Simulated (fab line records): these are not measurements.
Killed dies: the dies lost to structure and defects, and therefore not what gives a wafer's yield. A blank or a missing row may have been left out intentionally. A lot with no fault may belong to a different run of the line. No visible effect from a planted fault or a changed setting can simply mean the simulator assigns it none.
fab line records | flow n5_finfet
record lots=24 | wafers=72 | last_day=18
route steps=1938 shown BEOL_M8@1385 BEOL_M9@1415
lots untouched by any fault: they come from a run of this same line in which no faults occurred
start_h: hours from the record's opening day to when the first of the lot's shown wafers began | wait_h: how many hours have passed since the lot's step before this one | " repeats the value in the row above | L1.1+2: a single row standing in for several wafers | - no value, or no start was given | * or withheld: withheld | < > ~ a bound
route shown NAME@n: NAME is a module with steps in the file, n the number in the route of the first one | usual: the fault-free wafers' mean and standard deviation | same: alike in all rows | chamber/n: place in a boat | sites: each site's reading | _std_site: the standard deviation of these | _edge_site: the outer-site mean with the inner-site mean subtracted | radius_mm: how far each site lies from the wafer's centre | mask NAME#n: copy n | behind: the last tool/chamber to shape the wafer | hold: why the lot went on hold/how many hours it stayed there/how the hold came to an end | device: whichever transistor did not switch (one of n, p or np) | end of line: the tests these same wafers got at the end of their route | where a step has no rows: the recipe by itself | killed: at the first sort, the dies lost to defects and structure; wafer yield is something else | map: a wafer's dies, x killed, . not, _ none there
set.NAME: the run value of the setting; set.NAME@STEP: its run value at that earlier step | model.NAME: the simulator's own value behind a step, which no gauge read
one table for each step of the route and one row for each wafer, over a sample of lots
services: when a tool's chamber went out of use (start_h, in hours from the record's first day, below 0 if earlier), for how many hours, and the reason
## steps
# step N5_BEOL_M8_CD_MEAS_35
# recipe target_cd_nm=40 | polarity=opening
# usual cd_nm=40.1/0.5
lot.wafer | tool      | chamber | start_h | wait_h | cd_nm
L074.1    | cd_sem-02 | -       | 203.85  | 0.0    | 40.2
L074.2    | "         | -       | "       | "      | 40.5
L074.3    | "         | -       | "       | "      | 39.8
L077.3    | cd_sem-02 | -       | 215.16  | 0.0    | 40.2
L077.4    | "         | -       | "       | "      | 40.3
L077.6    | "         | -       | "       | "      | 39.7
L076.3    | cd_sem-01 | -       | 220.41  | 0.0    | 39.2
L076.4    | "         | -       | "       | "      | 40.1
L076.6    | "         | -       | "       | "      | 40.5
L075.3    | cd_sem-02 | -       | 223.56  | 0.0    | 39.4
L075.4    | "         | -       | "       | "      | 39.7
L075.6    | "         | -       | "       | "      | 40.5
L078.2    | cd_sem-02 | -       | 226.82  | 0.0    | 39.8
L078.4    | "         | -       | "       | "      | 40.1
L078.5    | "         | -       | "       | "      | 40.1
L079.3    | cd_sem-03 | -       | 231.66  | 0.0    | 39.9
L079.4    | "         | -       | "       | "      | 40.2
L079.6    | "         | -       | "       | "      | 39.4
L080.1    | cd_sem-01 | -       | 231.85  | 0.0    | 40.3
L080.4    | "         | -       | "       | "      | 40.4
L080.6    | "         | -       | "       | "      | 40.4
L081.1    | cd_sem-01 | -       | 234.68  | 0.0    | 39.6
L081.2    | "         | -       | "       | "      | 39.7
L081.5    | "         | -       | "       | "      | 39.9
L082.1    | cd_sem-03 | -       | 244.54  | 0.0    | 39.2
L082.4    | "         | -       | "       | "      | 39.8
L082.5    | "         | -       | "       | "      | 39.3
L083.1    | cd_sem-03 | -       | 251.79  | 0.0    | 40.5
L083.2    | "         | -       | "       | "      | 39.4
L083.5    | "         | -       | "       | "      | 39.9
L085.2    | cd_sem-03 | -       | 265.11  | 0.0    | 40.5
L085.4    | "         | -       | "       | "      | 39.6
L085.6    | "         | -       | "       | "      | 39.6
L086.1    | cd_sem-02 | -       | 276.69  | 0.0    | 39.8
L086.2    | "         | -       | "       | "      | 40.9
L086.4    | "         | -       | "       | "      | 39.5
L084.1    | cd_sem-01 | -       | 285.61  | 0.0    | 40.4
L084.5    | "         | -       | "       | "      | 40.1
L084.6    | "         | -       | "       | "      | 40.3
L088.2    | cd_sem-03 | -       | 286.37  | 0.0    | 39.3
L088.5    | "         | -       | "       | "      | 39.8
L088.6    | "         | -       | "       | "      | 39.3
L090.2    | cd_sem-02 | -       | 287.77  | 0.0    | 39.7
L090.3    | "         | -       | "       | "      | 39.9
L090.4    | "         | -       | "       | "      | 40.2
L087.1    | cd_sem-03 | -       | 288.13  | 0.0    | 40.3
L087.2    | "         | -       | "       | "      | 40.1
L087.6    | "         | -       | "       | "      | 40.4
L089.3    | cd_sem-02 | -       | 291.31  | 0.0    | 40.7
L089.4    | "         | -       | "       | "      | 39.7
L089.5    | "         | -       | "       | "      | 39.6
L091.1    | cd_sem-02 | -       | 303.07  | 0.0    | 39.5
L091.3    | "         | -       | "       | "      | 40.1
L091.4    | "         | -       | "       | "      | 40.4
L092.2    | cd_sem-03 | -       | 312.64  | 0.0    | 39.5
L092.5    | "         | -       | "       | "      | 39.9
L092.6    | "         | -       | "       | "      | 39.6
L093.1    | cd_sem-01 | -       | 322.68  | 0.0    | 40.6
L093.2    | "         | -       | "       | "      | 40.4
L093.3    | "         | -       | "       | "      | 40.4
L094.4    | cd_sem-03 | -       | 322.85  | 0.0    | 39.6
L094.5    | "         | -       | "       | "      | 40.8
L094.6    | "         | -       | "       | "      | 40.4
L096.1    | cd_sem-03 | -       | 330.39  | 0.0    | 40.1
L096.2    | "         | -       | "       | "      | 39.8
L096.4    | "         | -       | "       | "      | 39.3
L095.2    | cd_sem-02 | -       | 330.74  | 0.0    | 39.4
L095.4    | "         | -       | "       | "      | 40.4
L095.5    | "         | -       | "       | "      | 40.0
L097.4    | cd_sem-03 | -       | 352.63  | 0.0    | 40.3
L097.5    | "         | -       | "       | "      | 40.4
L097.6    | "         | -       | "       | "      | 40.5
# step N5_BEOL_M8_CURE_75
# recipe temp_c=370 | time_s=120 | ambient=DMADMS/He | material=SiCOH_lowk
# usual lamp_power_pct=52.32/0.05 | wafer_temp_C_max=371.8/0.55
lot.wafer | tool       | chamber | start_h | wait_h | lamp_power_pct | wafer_temp_C_max
L074.1    | uv_cure-02 | 0       | 203.89  | 0.0    | 52.37          | 372.4
L074.2    | "          | 0       | "       | "      | 52.30          | 371.8
L074.3    | "          | 0       | "       | "      | 52.28          | 371.6
L077.3    | uv_cure-01 | 0       | 215.58  | 0.4    | 52.28          | 371.2
L077.4    | "          | 0       | "       | "      | 52.34          | 371.0
L077.6    | "          | 0       | "       | "      | 52.35          | 370.7
L076.3    | uv_cure-02 | 0       | 220.55  | 0.1    | 52.24          | 372.2
L076.4    | "          | 0       | "       | "      | 52.34          | 371.2
L076.6    | "          | 0       | "       | "      | 52.52          | 371.5
L075.3    | uv_cure-02 | 0       | 224.00  | 0.4    | 52.40          | 371.5
L075.4    | "          | 0       | "       | "      | 52.28          | 372.4
L075.6    | "          | 0       | "       | "      | 52.32          | 371.4
L078.2    | uv_cure-03 | 0       | 226.96  | 0.1    | 52.43          | 371.0
L078.4    | "          | 0       | "       | "      | 52.29          | 370.8
L078.5    | "          | 0       | "       | "      | 52.35          | 371.4
L079.3    | uv_cure-02 | 1       | 231.80  | 0.1    | 52.37          | 371.5
L079.4    | "          | 1       | "       | "      | 52.40          | 371.6
L079.6    | "          | 1       | "       | "      | 52.29          | 371.2
L080.1    | uv_cure-01 | 1       | 231.90  | 0.0    | 52.28          | 373.0
L080.4    | "          | 1       | "       | "      | 52.31          | 371.8
L080.6    | "          | 1       | "       | "      | 52.30          | 371.6
L081.1    | uv_cure-02 | 1       | 234.72  | 0.0    | 52.28          | 371.5
L081.2    | "          | 1       | "       | "      | 52.38          | 371.9
L081.5    | "          | 1       | "       | "      | 52.24          | 371.9
L082.1    | uv_cure-03 | 2       | 244.59  | 0.0    | 52.28          | 373.5
L082.4    | "          | 2       | "       | "      | 52.32          | 373.0
L082.5    | "          | 2       | "       | "      | 52.47          | 371.8
L083.1    | uv_cure-02 | 1       | 251.83  | 0.0    | 52.40          | 371.8
L083.2    | "          | 1       | "       | "      | 52.33          | 371.4
L083.5    | "          | 1       | "       | "      | 52.29          | 372.0
L085.2    | uv_cure-02 | 2       | 265.20  | 0.1    | 52.28          | 372.1
L085.4    | "          | 2       | "       | "      | 52.36          | 371.4
L085.6    | "          | 2       | "       | "      | 52.28          | 372.6
L086.1    | uv_cure-01 | 2       | 276.73  | 0.0    | 52.32          | 372.2
L086.2    | "          | 2       | "       | "      | 52.25          | 371.6
L086.4    | "          | 2       | "       | "      | 52.35          | 371.3
L084.1    | uv_cure-01 | 2       | 285.65  | 0.0    | 52.23          | 372.0
L084.5    | "          | 2       | "       | "      | 52.38          | 371.6
L084.6    | "          | 2       | "       | "      | 52.32          | 372.5
L088.2    | uv_cure-01 | 2       | 286.46  | 0.1    | 52.35          | 372.1
L088.5    | "          | 2       | "       | "      | 52.30          | 371.8
L088.6    | "          | 2       | "       | "      | 52.37          | 371.8
L090.2    | uv_cure-02 | 0       | 287.86  | 0.1    | 52.34          | 371.7
L090.3    | "          | 0       | "       | "      | 52.27          | 371.7
L090.4    | "          | 0       | "       | "      | 52.27          | 371.4
L087.1    | uv_cure-02 | 0       | 288.18  | 0.0    | 52.28          | 372.5
L087.2    | "          | 0       | "       | "      | 52.35          | 372.3
L087.6    | "          | 0       | "       | "      | 52.27          | 372.2
L089.3    | uv_cure-03 | 0       | 291.45  | 0.1    | 52.31          | 371.6
L089.4    | "          | 0       | "       | "      | 52.29          | 371.4
L089.5    | "          | 0       | "       | "      | 52.29          | 371.1
L091.1    | uv_cure-03 | 0       | 303.11  | 0.0    | 52.32          | 371.7
L091.3    | "          | 0       | "       | "      | 52.23          | 371.2
L091.4    | "          | 0       | "       | "      | 52.29          | 371.5
L092.2    | uv_cure-02 | 1       | 312.73  | 0.1    | 52.30          | 371.2
L092.5    | "          | 1       | "       | "      | 52.27          | 371.7
L092.6    | "          | 1       | "       | "      | 52.32          | 371.3
L093.1    | uv_cure-01 | 2       | 322.72  | 0.0    | 52.37          | 372.0
L093.2    | "          | 2       | "       | "      | 52.30          | 371.6
L093.3    | "          | 2       | "       | "      | 52.33          | 371.9
L094.4    | uv_cure-02 | 2       | 323.13  | 0.3    | 52.25          | 371.5
L094.5    | "          | 2       | "       | "      | 52.29          | 371.6
L094.6    | "          | 2       | "       | "      | 52.25          | 372.0
L096.1    | uv_cure-03 | 0       | 330.44  | 0.0    | 52.25          | 371.1
L096.2    | "          | 0       | "       | "      | 52.27          | 371.6
L096.4    | "          | 0       | "       | "      | 52.25          | 371.3
L095.2    | uv_cure-02 | 1       | 330.83  | 0.1    | 52.25          | 371.5
L095.4    | "          | 1       | "       | "      | 52.29          | 371.6
L095.5    | "          | 1       | "       | "      | 52.32          | 371.4
L097.4    | uv_cure-02 | 2       | 353.16  | 0.5    | 52.36          | 371.7
L097.5    | "          | 2       | "       | "      | 52.35          | 372.5
L097.6    | "          | 2       | "       | "      | 52.33          | 371.1
# step N5_BEOL_M8_ANNEAL_51
# recipe temp_c=225 | time_s=90 | ambient=N2
# usual wafer_temp_C_max=226.1/0.37
lot.wafer | tool          | chamber | start_h | wait_h | wafer_temp_C_max
L074.1    | rtp_anneal-02 | 0       | 206.72  | 0.1    | 226.3
L074.2    | "             | 0       | "       | "      | 226.2
L074.3    | "             | 0       | "       | "      | 226.8
L077.3    | rtp_anneal-02 | 0       | 216.99  | 0.1    | 226.2
L077.4    | "             | 0       | "       | "      | 226.0
L077.6    | "             | 0       | "       | "      | 226.1
L076.3    | rtp_anneal-01 | 0       | 222.51  | 0.4    | 225.9
L076.4    | "             | 0       | "       | "      | 225.8
L076.6    | "             | 0       | "       | "      | 225.8
L075.3    | rtp_anneal-02 | 0       | 225.12  | 0.1    | 226.4
L075.4    | "             | 0       | "       | "      | 226.2
L075.6    | "             | 0       | "       | "      | 226.7
L078.2    | rtp_anneal-01 | 0       | 228.45  | 0.2    | 225.4
L078.4    | "             | 0       | "       | "      | 226.0
L078.5    | "             | 0       | "       | "      | 225.6
L079.3    | rtp_anneal-01 | 0       | 234.73  | 0.1    | 225.9
L079.4    | "             | 0       | "       | "      | 226.0
L079.6    | "             | 0       | "       | "      | 226.1
L080.1    | rtp_anneal-02 | 0       | 234.80  | 0.1    | 226.2
L080.4    | "             | 0       | "       | "      | 226.5
L080.6    | "             | 0       | "       | "      | 226.1
L081.1    | rtp_anneal-01 | 0       | 236.02  | 0.2    | 225.6
L081.2    | "             | 0       | "       | "      | 225.7
L081.5    | "             | 0       | "       | "      | 225.6
L082.1    | rtp_anneal-01 | 0       | 245.79  | 0.1    | 225.7
L082.4    | "             | 0       | "       | "      | 225.7
L082.5    | "             | 0       | "       | "      | 225.5
L083.1    | rtp_anneal-02 | 0       | 253.38  | 0.1    | 226.3
L083.2    | "             | 0       | "       | "      | 226.1
L083.5    | "             | 0       | "       | "      | 226.0
L085.2    | rtp_anneal-02 | 0       | 266.90  | 0.2    | 226.2
L085.4    | "             | 0       | "       | "      | 226.5
L085.6    | "             | 0       | "       | "      | 226.6
L086.1    | rtp_anneal-02 | 0       | 277.95  | 0.1    | 226.4
L086.2    | "             | 0       | "       | "      | 226.4
L086.4    | "             | 0       | "       | "      | 226.0
L084.1    | rtp_anneal-02 | 0       | 287.22  | 0.1    | 226.6
L084.5    | "             | 0       | "       | "      | 226.3
L084.6    | "             | 0       | "       | "      | 226.5
L088.2    | rtp_anneal-02 | 0       | 288.21  | 0.1    | 226.1
L088.5    | "             | 0       | "       | "      | 226.3
L088.6    | "             | 0       | "       | "      | 226.3
L090.2    | rtp_anneal-01 | 0       | 289.26  | 0.1    | 225.8
L090.3    | "             | 0       | "       | "      | 225.9
L090.4    | "             | 0       | "       | "      | 225.7
L087.1    | rtp_anneal-02 | 0       | 289.46  | 0.1    | 226.1
L087.2    | "             | 0       | "       | "      | 225.7
L087.6    | "             | 0       | "       | "      | 226.2
L089.3    | rtp_anneal-01 | 0       | 294.62  | 0.3    | 225.6
L089.4    | "             | 0       | "       | "      | 225.5
L089.5    | "             | 0       | "       | "      | 225.7
L091.1    | rtp_anneal-02 | 0       | 304.97  | 0.1    | 226.6
L091.3    | "             | 0       | "       | "      | 226.5
L091.4    | "             | 0       | "       | "      | 226.2
L092.2    | rtp_anneal-01 | 0       | 314.99  | 1.0    | 226.1
L092.5    | "             | 0       | "       | "      | 225.7
L092.6    | "             | 0       | "       | "      | 225.6
L094.4    | rtp_anneal-02 | 0       | 324.85  | 0.6    | 226.4
L094.5    | "             | 0       | "       | "      | 226.5
L094.6    | "             | 0       | "       | "      | 226.3
L093.1    | rtp_anneal-02 | 0       | 324.99  | 0.8    | 226.6
L093.2    | "             | 0       | "       | "      | 227.0
L093.3    | "             | 0       | "       | "      | 226.3
L096.1    | rtp_anneal-01 | 0       | 332.16  | 0.1    | 225.5
L096.2    | "             | 0       | "       | "      | 225.7
L096.4    | "             | 0       | "       | "      | 225.5
L095.2    | rtp_anneal-01 | 0       | 332.59  | 0.4    | 226.1
L095.4    | "             | 0       | "       | "      | 225.9
L095.5    | "             | 0       | "       | "      | 225.9
L097.4    | rtp_anneal-01 | 0       | 355.07  | 0.3    | 226.0
L097.5    | "             | 0       | "       | "      | 225.5
L097.6    | "             | 0       | "       | "      | 225.9
# step N5_BEOL_M9_OVL_MEAS_12
# recipe points_per_wafer=44
# usual M9_OVL=-0.2/0.7
lot.wafer | tool       | chamber | start_h | wait_h | M9_OVL[nm]
L074.1    | overlay-01 | 0       | 209.03  | 0.0    | 0.0
L074.2    | "          | 0       | "       | "      | -1.0
L074.3    | "          | 0       | "       | "      | 0.1
L077.3    | overlay-01 | 0       | 219.00  | 0.0    | 0.7
L077.4    | "          | 0       | "       | "      | 0.6
L077.6    | "          | 0       | "       | "      | 0.4
L076.3    | overlay-02 | 0       | 225.04  | 0.0    | -0.3
L076.4    | "          | 0       | "       | "      | -0.7
L076.6    | "          | 0       | "       | "      | -0.8
L075.3    | overlay-01 | 0       | 227.12  | 0.0    | -1.3
L075.4    | "          | 0       | "       | "      | -1.0
L075.6    | "          | 0       | "       | "      | -0.8
L078.2    | overlay-01 | 0       | 231.29  | 0.0    | -0.3
L078.4    | "          | 0       | "       | "      | -0.4
L078.5    | "          | 0       | "       | "      | -0.3
L079.3    | overlay-02 | 0       | 237.17  | 0.0    | -0.5
L079.4    | "          | 0       | "       | "      | -0.2
L079.6    | "          | 0       | "       | "      | 1.0
L080.1    | overlay-01 | 0       | 237.34  | 0.0    | -1.0
L080.4    | "          | 0       | "       | "      | -0.2
L080.6    | "          | 0       | "       | "      | -0.2
L081.1    | overlay-01 | 0       | 239.12  | 0.0    | -1.3
L081.2    | "          | 0       | "       | "      | 0.6
L081.5    | "          | 0       | "       | "      | -0.4
L082.1    | overlay-01 | 0       | 248.63  | 0.0    | 0.0
L082.4    | "          | 0       | "       | "      | -0.1
L082.5    | "          | 0       | "       | "      | 0.5
L083.1    | overlay-01 | 0       | 256.45  | 0.0    | -0.2
L083.2    | "          | 0       | "       | "      | -0.2
L083.5    | "          | 0       | "       | "      | 0.0
L085.2    | overlay-02 | 0       | 270.95  | 0.0    | -0.8
L085.4    | "          | 0       | "       | "      | -1.4
L085.6    | "          | 0       | "       | "      | -1.1
L086.1    | overlay-01 | 0       | 282.01  | 0.0    | -0.8
L086.2    | "          | 0       | "       | "      | -0.8
L086.4    | "          | 0       | "       | "      | -0.9
L084.1    | overlay-02 | 0       | 289.66  | 0.0    | -0.5
L084.5    | "          | 0       | "       | "      | -1.5
L084.6    | "          | 0       | "       | "      | -0.7
L088.2    | overlay-02 | 0       | 291.60  | 0.0    | 0.3
L088.5    | "          | 0       | "       | "      | -0.6
L088.6    | "          | 0       | "       | "      | 1.1
L090.2    | overlay-02 | 0       | 292.02  | 0.0    | 1.0
L090.3    | "          | 0       | "       | "      | 0.1
L090.4    | "          | 0       | "       | "      | 0.0
L087.1    | overlay-02 | 0       | 292.19  | 0.0    | -0.5
L087.2    | "          | 0       | "       | "      | -0.3
L087.6    | "          | 0       | "       | "      | -0.1
L089.3    | overlay-02 | 0       | 296.72  | 0.0    | 0.4
L089.4    | "          | 0       | "       | "      | 0.1
L089.5    | "          | 0       | "       | "      | -0.7
L091.1    | overlay-02 | 0       | 308.24  | 0.0    | 0.0
L091.3    | "          | 0       | "       | "      | 1.0
L091.4    | "          | 0       | "       | "      | 0.0
L092.2    | overlay-02 | 0       | 317.49  | 0.0    | -0.7
L092.5    | "          | 0       | "       | "      | 0.6
L092.6    | "          | 0       | "       | "      | -0.8
L094.4    | overlay-01 | 0       | 327.36  | 0.0    | 0.3
L094.5    | "          | 0       | "       | "      | 1.6
L094.6    | "          | 0       | "       | "      | -0.5
L093.1    | overlay-01 | 0       | 327.80  | 0.0    | 0.2
L093.2    | "          | 0       | "       | "      | -0.5
L093.3    | "          | 0       | "       | "      | -0.4
L096.1    | overlay-02 | 0       | 335.37  | 0.0    | 0.1
L096.2    | "          | 0       | "       | "      | 0.5
L096.4    | "          | 0       | "       | "      | 0.2
L095.2    | overlay-01 | 0       | 335.55  | 0.0    | 0.5
L095.4    | "          | 0       | "       | "      | 0.2
L095.5    | "          | 0       | "       | "      | 0.3
L097.4    | overlay-02 | 0       | 358.74  | 0.0    | -1.7
L097.5    | "          | 0       | "       | "      | -0.5
L097.6    | "          | 0       | "       | "      | -0.7
# step N5_BEOL_M9_DEGAS_44
# recipe ambient=vacuum | temp_c=250 | time_s=60
# usual heater_power_w=350/62
lot.wafer | tool           | chamber | start_h | wait_h | heater_power_w
L074.1    | pvd_sputter-03 | -       | 212.02  | 0.5    | 277
L074.2    | "              | -       | "       | "      | 482
L074.3    | "              | -       | "       | "      | 316
L077.3    | pvd_sputter-02 | -       | 221.88  | 0.3    | 426
L077.4    | "              | -       | "       | "      | 379
L077.6    | "              | -       | "       | "      | 420
L076.3    | pvd_sputter-02 | -       | 227.98  | 0.4    | 367
L076.4    | "              | -       | "       | "      | 414
L076.6    | "              | -       | "       | "      | 402
L075.3    | pvd_sputter-03 | -       | 230.53  | 1.5    | 480
L075.4    | "              | -       | "       | "      | 337
L075.6    | "              | -       | "       | "      | 463
L078.2    | pvd_sputter-03 | -       | 234.51  | 0.3    | 281
L078.4    | "              | -       | "       | "      | 335
L078.5    | "              | -       | "       | "      | 270
L079.3    | pvd_sputter-03 | -       | 239.85  | 0.9    | 271
L079.4    | "              | -       | "       | "      | 462
L079.6    | "              | -       | "       | "      | 273
L080.1    | pvd_sputter-03 | -       | 240.41  | 1.2    | 315
L080.4    | "              | -       | "       | "      | 466
L080.6    | "              | -       | "       | "      | 267
L081.1    | pvd_sputter-02 | -       | 241.15  | 0.3    | 409
L081.2    | "              | -       | "       | "      | 274
L081.5    | "              | -       | "       | "      | 417
L082.1    | pvd_sputter-03 | -       | 252.43  | 0.5    | 273
L082.4    | "              | -       | "       | "      | 470
L082.5    | "              | -       | "       | "      | 306
L083.1    | pvd_sputter-01 | -       | 262.11  | 0.3    | 327
L083.2    | "              | -       | "       | "      | 324
L083.5    | "              | -       | "       | "      | 333
L085.2    | pvd_sputter-01 | -       | 274.40  | 0.5    | 332
L085.4    | "              | -       | "       | "      | 327
L085.6    | "              | -       | "       | "      | 328
L086.1    | pvd_sputter-02 | -       | 294.42  | 1.5    | 410
L086.2    | "              | -       | "       | "      | 281
L086.4    | "              | -       | "       | "      | 363
L088.2    | pvd_sputter-03 | -       | 294.53  | 0.4    | 307
L088.5    | "              | -       | "       | "      | 308
L088.6    | "              | -       | "       | "      | 462
L084.1    | pvd_sputter-03 | -       | 294.71  | 0.4    | 324
L084.5    | "              | -       | "       | "      | 276
L084.6    | "              | -       | "       | "      | 339
L090.2    | pvd_sputter-03 | -       | 294.79  | 0.3    | 310
L090.3    | "              | -       | "       | "      | 479
L090.4    | "              | -       | "       | "      | 286
L087.1    | pvd_sputter-02 | -       | 295.74  | 0.8    | 414
L087.2    | "              | -       | "       | "      | 282
L087.6    | "              | -       | "       | "      | 423
L089.3    | pvd_sputter-02 | -       | 299.84  | 0.6    | 416
L089.4    | "              | -       | "       | "      | 277
L089.5    | "              | -       | "       | "      | 417
L091.1    | pvd_sputter-01 | -       | 312.27  | 0.6    | 327
L091.3    | "              | -       | "       | "      | 322
L091.4    | "              | -       | "       | "      | 342
L092.2    | pvd_sputter-01 | -       | 319.95  | 0.4    | 334
L092.5    | "              | -       | "       | "      | 333
L092.6    | "              | -       | "       | "      | 326
L093.1    | pvd_sputter-01 | -       | 330.51  | 0.4    | 329
L093.2    | "              | -       | "       | "      | 337
L093.3    | "              | -       | "       | "      | 291
L094.4    | pvd_sputter-03 | -       | 330.98  | 0.2    | 286
L094.5    | "              | -       | "       | "      | 327
L094.6    | "              | -       | "       | "      | 470
L096.1    | pvd_sputter-01 | -       | 338.24  | 0.3    | 335
L096.2    | "              | -       | "       | "      | 331
L096.4    | "              | -       | "       | "      | 333
L095.2    | pvd_sputter-02 | -       | 338.61  | 0.6    | 406
L095.4    | "              | -       | "       | "      | 278
L095.5    | "              | -       | "       | "      | 430
L097.4    | pvd_sputter-03 | -       | 363.24  | 0.5    | 344
L097.5    | "              | -       | "       | "      | 478
L097.6    | "              | -       | "       | "      | 343
# step N5_BEOL_M9_DEP_56
# recipe material=SiCN | target_thk_a=150 | temp_c=withheld | precursor=3MS/NH3 | pressure_torr=3 | rf_w=202 | time_s=26.5
# usual rf_fwd_power_W=200.1/1 | showerhead_plenum_p_Torr=3.669/0.014 | throttle_valve_pct=9.1/0.43
lot.wafer | tool     | chamber | start_h | wait_h | rf_fwd_power_W | showerhead_plenum_p_Torr | throttle_valve_pct
L074.1    | pecvd-03 | 1       | 213.94  | 0.0    | 198.0          | 3.653                    | 9.4
L074.2    | "        | 0       | "       | "      | 199.2          | 3.686                    | 9.1
L074.3    | "        | 0       | "       | "      | 199.6          | 3.694                    | 9.2
L077.3    | pecvd-03 | 2       | 223.81  | 0.0    | 199.9          | 3.663                    | 8.6
L077.4    | "        | 2       | "       | "      | 199.9          | 3.665                    | 8.7
L077.6    | "        | 1       | "       | "      | 198.1          | 3.648                    | 9.2
L076.3    | pecvd-02 | 0       | 229.61  | 0.0    | 200.4          | 3.666                    | 9.8
L076.4    | "        | 1       | "       | "      | 199.7          | 3.678                    | 9.3
L076.6    | "        | 2       | "       | "      | 200.6          | 3.661                    | 8.5
L075.3    | pecvd-03 | 0       | 232.07  | 0.0    | 199.5          | 3.691                    | 8.9
L075.4    | "        | 2       | "       | "      | 200.9          | 3.669                    | 8.6
L075.6    | "        | 1       | "       | "      | 198.3          | 3.652                    | 9.5
L078.2    | pecvd-02 | 0       | 236.15  | 0.0    | 200.4          | 3.658                    | 9.6
L078.4    | "        | 0       | "       | "      | 200.0          | 3.659                    | 9.7
L078.5    | "        | 2       | "       | "      | 201.2          | 3.655                    | 8.7
L079.3    | pecvd-03 | 0       | 241.48  | 0.0    | 200.4          | 3.687                    | 9.1
L079.4    | "        | 2       | "       | "      | 199.9          | 3.664                    | 8.6
L079.6    | "        | 1       | "       | "      | 198.4          | 3.654                    | 9.8
L080.1    | pecvd-02 | 0       | 241.95  | 0.0    | 200.1          | 3.668                    | 9.8
L080.4    | "        | 1       | "       | "      | 200.2          | 3.681                    | 8.9
L080.6    | "        | 2       | "       | "      | 201.3          | 3.667                    | 8.7
L081.1    | pecvd-03 | 1       | 242.73  | 0.0    | 198.8          | 3.653                    | 9.6
L081.2    | "        | 2       | "       | "      | 199.9          | 3.659                    | 8.8
L081.5    | "        | 2       | "       | "      | 200.9          | 3.661                    | 8.8
L082.1    | pecvd-03 | 0       | 254.12  | 0.0    | 199.2          | 3.675                    | 9.2
L082.4    | "        | 1       | "       | "      | 198.0          | 3.656                    | 9.4
L082.5    | "        | 2       | "       | "      | 199.2          | 3.669                    | 8.7
L083.1    | pecvd-02 | 2       | 263.79  | 0.0    | 201.0          | 3.671                    | 8.7
L083.2    | "        | 0       | "       | "      | 199.9          | 3.673                    | 9.7
L083.5    | "        | 2       | "       | "      | 200.9          | 3.659                    | 8.8
L085.2    | pecvd-02 | 2       | 276.14  | 0.0    | 201.7          | 3.667                    | 8.9
L085.4    | "        | 0       | "       | "      | 200.9          | 3.670                    | 9.9
L085.6    | "        | 1       | "       | "      | 200.5          | 3.683                    | 8.9
L088.2    | pecvd-01 | 0       | 296.19  | 0.0    | 201.4          | 3.649                    | 8.9
L088.5    | "        | 2       | "       | "      | 200.8          | 3.669                    | 8.5
L088.6    | "        | 1       | "       | "      | 200.6          | 3.688                    | 9.9
L086.1    | pecvd-02 | 1       | 296.45  | 0.0    | 198.4          | 3.689                    | 9.1
L086.2    | "        | 2       | "       | "      | 200.4          | 3.659                    | 8.9
L086.4    | "        | 0       | "       | "      | 200.1          | 3.654                    | 9.9
L084.1    | pecvd-01 | 1       | 296.47  | 0.0    | 199.9          | 3.689                    | 9.9
L084.5    | "        | 2       | "       | "      | 199.6          | 3.680                    | 8.4
L084.6    | "        | 1       | "       | "      | 200.7          | 3.681                    | 9.6
L090.2    | pecvd-03 | 2       | 296.72  | 0.0    | 199.4          | 3.673                    | 8.9
L090.3    | "        | 0       | "       | "      | 199.9          | 3.683                    | 9.2
L090.4    | "        | 1       | "       | "      | 198.9          | 3.643                    | 9.3
L087.1    | pecvd-01 | 0       | 297.22  | 0.0    | 200.5          | 3.654                    | 9.3
L087.2    | "        | 2       | "       | "      | 199.9          | 3.669                    | 8.2
L087.6    | "        | 1       | "       | "      | 201.1          | 3.691                    | 9.7
L089.3    | pecvd-01 | 0       | 301.33  | 0.0    | 200.5          | 3.661                    | 8.9
L089.4    | "        | 1       | "       | "      | 201.5          | 3.689                    | 9.5
L089.5    | "        | 2       | "       | "      | 201.4          | 3.668                    | 8.5
L091.1    | pecvd-02 | 2       | 313.75  | 0.0    | 200.8          | 3.660                    | 8.7
L091.3    | "        | 1       | "       | "      | 199.4          | 3.686                    | 8.9
L091.4    | "        | 0       | "       | "      | 200.8          | 3.664                    | 9.9
L092.2    | pecvd-02 | 2       | 323.73  | 0.0    | 200.0          | 3.664                    | 8.7
L092.5    | "        | 1       | "       | "      | 198.4          | 3.687                    | 8.9
L092.6    | "        | 0       | "       | "      | 199.6          | 3.656                    | 9.5
L093.1    | pecvd-01 | 2       | 332.37  | 0.0    | 201.0          | 3.667                    | 8.4
L093.2    | "        | 1       | "       | "      | 200.4          | 3.702                    | 9.6
L093.3    | "        | 0       | "       | "      | 199.7          | 3.647                    | 9.0
L094.4    | pecvd-03 | 1       | 332.74  | 0.0    | 198.3          | 3.641                    | 9.0
L094.5    | "        | 0       | "       | "      | 201.2          | 3.681                    | 8.7
L094.6    | "        | 2       | "       | "      | 200.5          | 3.673                    | 8.5
L096.1    | pecvd-01 | 0       | 339.90  | 0.0    | 200.3          | 3.649                    | 9.3
L096.2    | "        | 1       | "       | "      | 201.4          | 3.684                    | 9.5
L096.4    | "        | 0       | "       | "      | 200.6          | 3.661                    | 9.3
L095.2    | pecvd-01 | 0       | 340.18  | 0.0    | 200.1          | 3.664                    | 9.1
L095.4    | "        | 1       | "       | "      | 200.3          | 3.689                    | 9.7
L095.5    | "        | 2       | "       | "      | 199.7          | 3.679                    | 8.7
L097.4    | pecvd-01 | 0       | 366.22  | 0.0    | 201.6          | 3.652                    | 8.8
L097.5    | "        | 1       | "       | "      | 200.9          | 3.692                    | 9.6
L097.6    | "        | 2       | "       | "      | 199.6          | 3.685                    | 8.8
## services
tool       | chamber | start_h | hours | kind
uv_cure-03 | -       | 191.02  | 2.1   | pm
pecvd-01   | 2       | 209.43  | 19.8  | repair
pecvd-03   | 2       | 211.82  | 5.0   | scheduled_down
uv_cure-02 | -       | 225.05  | 0.6   | repair
pecvd-01   | 2       | 229.28  | -     | clean
pecvd-01   | 2       | 229.28  | -     | consumable_replace:showerhead
pecvd-01   | 2       | 229.28  | 29.0  | scheduled_down
pecvd-01   | 2       | 229.28  | 29.0  | vent_cycle
pecvd-01   | -       | 229.78  | 28.1  | pm
uv_cure-03 | -       | 258.81  | 7.5   | pm
pecvd-01   | 0       | 265.44  | 4.3   | repair
pecvd-03   | 0       | 271.09  | 16.5  | scheduled_down
pecvd-02   | 0       | 294.23  | 2.1   | scheduled_down
pecvd-01   | 1       | 314.86  | 5.5   | scheduled_down
pecvd-02   | -       | 318.61  | 0.8   | repair
uv_cure-03 | -       | 331.59  | 0.8   | repair
## key
fault none
